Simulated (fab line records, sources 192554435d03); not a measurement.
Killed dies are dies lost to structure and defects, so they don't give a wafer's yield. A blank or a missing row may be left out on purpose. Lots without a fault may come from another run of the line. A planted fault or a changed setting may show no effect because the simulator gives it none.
Chamber matching | flow n5_finfet | N5_GATE_CUT_SAC_CAP_01 on ald_sin-03: 4 sister chambers
The step material SiNx, target thk 24 nm, pulse time 1 s, ald cycles 480. 16 wafers are shown with their chamber, then 8 later ones without.

WAFERS WITH THEIR CHAMBER
wafer  | chamber | heater_power_outer_w (W) | heater_power_w (W) | chamber_pressure_Torr (Torr)
L075.1 | 0       | 434                      | 738                | 2.003
L075.2 | 2       | 486                      | 826                | 2.000
L075.4 | 1       | 585                      | 926                | 2.001
L077.1 | 1       | 592                      | 942                | 2.002
L077.5 | 3       | 474                      | 765                | 1.997
L077.6 | 2       | 489                      | 810                | 2.002
L081.1 | 2       | 510                      | 798                | 2.003
L081.2 | 1       | 586                      | 936                | 1.996
L081.6 | 0       | 428                      | 755                | 1.999
L082.2 | 1       | 588                      | 907                | 1.997
L082.5 | 1       | 589                      | 921                | 1.997
L082.6 | 2       | 480                      | 784                | 2.006
L087.3 | 3       | 474                      | 763                | 2.001
L087.5 | 3       | 463                      | 772                | 1.995
L087.6 | 0       | 427                      | 740                | 2.003
L088.1 | 2       | 492                      | 816                | 1.996

SIGNATURES (means of the wafers above)
reading               | chamber 0 | chamber 1 | chamber 2 | chamber 3 | scatter within a chamber
heater_power_outer_w  | 429.67    | 588.00    | 491.40    | 470.33    | 7.36
heater_power_w        | 744.33    | 926.40    | 806.80    | 766.67    | 13
chamber_pressure_Torr | 2.00167   | 1.99860   | 2.00140   | 1.99767   | 0.00308
Rule: a wafer's distance from a chamber is the root of the sum, over the readings, of the square of ((its reading less the chamber's mean) divided by the reading's scatter). The wafer belongs to the nearest chamber; if the next one is less than 2 further off, it can't be placed. The scatter: the root of (the sum of the squares of (reading less its chamber's mean) over the shown wafers, divided by (wafers less chambers)).

WAFERS WITHOUT THEIR CHAMBER
wafer  | heater_power_outer_w (W) | heater_power_w (W) | chamber_pressure_Torr (Torr)
L088.3 | 471                      | 796                | 2.001
L088.4 | 564                      | 916                | 2.007
L094.2 | 525                      | 863                | 1.997
L094.4 | 416                      | 713                | 2.003
L094.6 | 411                      | 701                | 2.004
L096.2 | 488                      | 794                | 1.996
L096.4 | 417                      | 712                | 2.000
L096.6 | 493                      | 789                | 1.999

WHICH CHAMBER EACH WENT THROUGH
wafer  | from the rows above     | in truth
L088.3 | can't be placed: 3 or 2 | 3
L088.4 | 1                       | 1
L094.2 | 2                       | 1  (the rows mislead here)
L094.4 | 0                       | 0
L094.6 | 0                       | 0
L096.2 | can't be placed: 2 or 3 | 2
L096.4 | 0                       | 0
L096.6 | can't be placed: 2 or 3 | 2
Placed correctly: 4 of 8. Can't be placed from these rows: 3 (the true chamber is among the candidates in 3). Placed wrongly: 1.
